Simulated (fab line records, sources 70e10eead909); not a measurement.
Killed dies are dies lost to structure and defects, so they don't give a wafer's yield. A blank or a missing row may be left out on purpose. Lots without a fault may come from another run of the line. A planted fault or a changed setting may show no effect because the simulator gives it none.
A struck lot beside a sound one | flow nand_harc | 41 steps out of a route of 1159
Sound: wafers L925.1, L925.5, L925.6. Struck: wafer L928.6. (L928.3, L928.5 of the same lot were not struck and are left out.) The cause comes at the end.
At each step with rows: each side's tool, then ch and its chambers, then its first start. Under that, the readings that differ: sound wafers | struck wafers | difference of the means | sigmas: that difference in standard deviations of wafers without a fault.
alike: readings whose means differ by less than 2 such deviations, and words and numbers that are the same on both sides. not compared: withheld readings, readings that some wafer has no value for, bounds like >300 that may hide the same value, and numbers for which the record gives no deviation and whose values overlap.
The two part at a step that has a row with sigmas, a row that says differs or no value, or rows on one side only. Numbers that don't overlap but have no deviation are shown without sigmas and don't part them. A reading that every wafer of one side lacks parts them only if that side has two wafers or more.

first, 7 steps without rows for these wafers: NHARC_A_SGD_CUT_COAT_57 (time 65 s); NHARC_A_SGD_CUT_COAT_03 (resist thk 90 nm); NHARC_A_SGD_CUT_SOFTBAKE_04 (time 55 s); NHARC_A_SGD_CUT_EBR_05; NHARC_A_SGD_CUT_EXPOSE_06 (exposes mask SGD); NHARC_A_SGD_CUT_PEB_07 (peb time 65 s); NHARC_A_SGD_CUT_DEVELOP_08 (develop time 35 s).
NHARC_A_SGD_CUT_CD_MEAS_09: target cd 100 nm.
  sound on cd_sem-01 ch 0, day 17 23:19; struck on cd_sem-02 ch 0, day 18 15:42
  alike: cd_nm
NHARC_A_SGD_CUT_OVL_MEAS_10:
  sound on overlay-02, day 17 23:25; struck on overlay-02, day 18 15:47
  reading           | sound       | struck | difference | sigmas
  overlay_x_nm (nm) | 0.2 0.0 0.5 | -1.2   | -1.4       | -2
  alike: overlay_y_nm
NHARC_A_SGD_CUT_INSPECT_11:
  sound on defect_inspect-01, day 17 23:28; struck on defect_inspect-02, day 18 15:50
  alike: raw_defect_count
then, 2 steps without rows for these wafers: NHARC_A_SGD_CUT_DESCUM_14 (chemistry O2, time 3 s); NHARC_A_SGD_CUT_ETCH_58 (etches the open film in CF4, target depth 39 nm, time 65 s).
NHARC_A_SGD_CUT_ETCH_59: etches the open film in N2/H2, target depth 260 nm, time 406.25 s.
  sound on rie_diel-02 ch 1,2,3, day 17 23:46; struck on rie_diel-02 ch 0, day 18 16:08
  alike: chamber_pressure_mTorr, drypump_motor_current_A, oes_product_au, rf_vpp_V, showerhead_plenum_p_Torr, throttle_valve_pct
  not compared: rf_hours_counter_h
then, 1 step without rows for these wafers: NHARC_A_SGD_CUT_ETCH_15 (etches the open film in CH3F/O2, target depth 75 nm, time 64.3 s).
NHARC_A_SGD_CUT_ETCH_16: etches the open film in C4F8/O2/Ar, target depth 310.5 nm, time 155.2 s.
  sound on rie_diel-02 ch 0,1,3; struck on rie_diel-02 ch 2
  alike: chamber_pressure_mTorr, oes_product_au, rf_vpp_V
  not compared: rf_hours_counter_h
then, 1 step without rows for these wafers: NHARC_A_SGD_CUT_STRIP_60 (strips in C4F8/O2/Ar).
NHARC_A_SGD_CUT_STRIP_17: strips in O2.
  sound on rie_diel-02 ch 1,2; struck on rie_diel-02 ch 0
  alike: chamber_pressure_mTorr, drypump_motor_current_A, oes_product_au, rf_vpp_V, showerhead_plenum_p_Torr, throttle_valve_pct
  not compared: rf_hours_counter_h
then, 4 steps without rows for these wafers: NHARC_A_SGD_CUT_PRECLEAN_18 (cleans in SC1); NHARC_A_SGD_CUT_SRD_19; NHARC_A_SGD_CUT_DEP_20 (deposits SiO2, target thk 150 nm); NHARC_A_SGD_CUT_ANNEAL_27 (time 1800 s).
NHARC_A_SGD_CUT_CMP_21: polishes, target thk 148.19 nm.
  sound on cmp-04 ch 1,2, day 18 10:34; struck on cmp-04 ch 2, day 18 23:16
  alike: motor_current_A, time_to_endpoint_s
NHARC_A_SGD_CUT_THK_MEAS_22: measures by ellipsometry.
  sound on film_metro-01, day 18 10:47; struck on film_metro-01, day 18 23:26
  alike: thk_nm
then, 5 steps without rows for these wafers: NHARC_A_SGD_CUT_SRD_23; NHARC_A_SGD_CUT_ETCH_26 (etches SiO2 in dHF, target depth 45.8 nm); NHARC_A_SGD_CUT_ETCHBACK_24 (etches the open film in CH3F/O2, target depth 50 nm, time 92.857 s); NHARC_A_SGD_CUT_STRIP_28 (strips in O2, time 20 s); NHARC_A_SLIT_DEP_25 (deposits SiO2, target thk 200 nm).
NHARC_A_SLIT_DEP_00: deposits aC, target thk 3200 nm.
  sound on acl_dep-02 ch 0, day 18 12:39; struck on acl_dep-02 ch 0, day 19 01:05
  reading                | sound                | struck | difference | sigmas
  throttle_valve_pct (%) | 35.002 34.996 34.989 | 35.018 | +0.022     | +2
NHARC_A_SLIT_DEP_23: deposits SiON, target thk 100 nm.
  sound on pecvd-03 ch 0,1, day 18 15:03; struck on pecvd-01 ch 1, day 19 02:28
  alike: heater_power_w
then, 8 steps without rows for these wafers: NHARC_A_SLIT_DEHYDRATE_01 (time 120 s); NHARC_A_SLIT_HMDS_02 (time 30 s); NHARC_A_SLIT_COAT_03 (resist thk 90 nm); NHARC_A_SLIT_SOFTBAKE_04 (time 55 s); NHARC_A_SLIT_EBR_05; NHARC_A_SLIT_EXPOSE_06 (exposes mask SLIT); NHARC_A_SLIT_PEB_07 (peb time 65 s); NHARC_A_SLIT_DEVELOP_08 (develop time 35 s).
NHARC_A_SLIT_CD_MEAS_09: target cd 300 nm.
  sound on cd_sem-01 ch 0, day 18 15:46; struck on cd_sem-02 ch 0, day 19 03:11
  alike: cd_nm
NHARC_A_SLIT_OVL_MEAS_10:
  sound on overlay-01, day 18 15:52; struck on overlay-01, day 19 03:16
  alike: overlay_x_nm, overlay_y_nm
-- the record jumps here: 5 days lie between the struck wafers' starts before and after (it left off in module A_SLIT and takes up again in module END, whose first step shown is number 1159 of the route) --
NHARC_END_SORT_01:
  sound on prober-01 ch 0, day 23 18:10; struck on prober-02 ch 0, day 24 13:49
  reading         | sound    | struck | difference | sigmas
  killed_at_array | 21 13 18 | 127    | +110       | +13
  killed_dies     | 26 19 22 | 130    | +108       | +12
  alike: killed_at_other, killed_at_periphery, killed_open, killed_short

WHERE THEY PART
First at NHARC_A_SGD_CUT_OVL_MEAS_10; last, within this record, at NHARC_END_SORT_01.

WHY: what the simulator had put in
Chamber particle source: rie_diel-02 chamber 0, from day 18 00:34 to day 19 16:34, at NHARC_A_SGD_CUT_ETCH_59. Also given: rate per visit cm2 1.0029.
